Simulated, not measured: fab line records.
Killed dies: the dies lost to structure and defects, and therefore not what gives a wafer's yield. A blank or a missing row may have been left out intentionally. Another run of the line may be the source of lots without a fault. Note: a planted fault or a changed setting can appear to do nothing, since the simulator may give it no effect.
Chamber matching ; flow nand-harc ; rie-diel-09 running NHARC_A_CHANNEL_FILL_D1_ETCHBACK_20: 4 sister chambers
The step etches the open film in C4F8/O2/Ar, target depth 27 nm, time 13.5 s. 8 wafers are shown with their chamber, then 11 later ones without.

## EACH WAFER AND ITS CHAMBER
wafer;chamber;rf-vpp-V (V);oes-product-au (a.u.)
L078.2;0;983;0.98
L081.4;3;978;0.93
L083.2;1;978;0.94
L083.6;2;987;0.93
L087.1;3;979;0.97
L087.2;2;986;0.98
L087.6;1;979;1.00
L089.1;0;984;0.99

## WAFERS WHOSE CHAMBER IS MISSING
wafer;rf-vpp-V (V);oes-product-au (a.u.)
L089.3;980;1.03
L089.6;985;1.00
L090.1;978;0.99
L090.3;979;1.00
L090.5;985;1.00
L093.1;979;0.99
L093.2;985;1.00
L093.3;980;1.01
L095.2;980;0.95
L095.3;985;0.93
L095.6;985;0.94

## THE CHAMBER EACH PASSED THROUGH
wafer;from the rows above;in truth
L089.3;can't be placed: 1 or 3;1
L089.6;can't be placed: 0 or 2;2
L090.1;can't be placed: 1 or 3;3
L090.3;can't be placed: 1 or 3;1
L090.5;can't be placed: 0 or 2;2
L093.1;can't be placed: 1 or 3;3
L093.2;can't be placed: 0 or 2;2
L093.3;can't be placed: 1 or 3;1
L095.2;can't be placed: 3 or 1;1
L095.3;can't be placed: 2 or 0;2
L095.6;can't be placed: 2 or 0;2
Correctly placed: 0 of 11. Cannot be placed on the basis of these rows: 11; the candidates contain the true chamber in 11. 0 placed wrongly.
How it was worked out, from the rows above alone: a wafer's distance from a chamber is the root of the sum, over the readings, of the square of ((its reading less the chamber's mean) divided by the reading's scatter). If the next closest chamber is less than 2 further off than the closest, the wafer can't be placed; otherwise it belongs to the closest. A chamber's mean is the mean of its shown wafers. How the scatter is found: for the shown wafers, subtract from each reading the mean of its chamber, square and add these, divide the total by (wafers less chambers), then take the root.
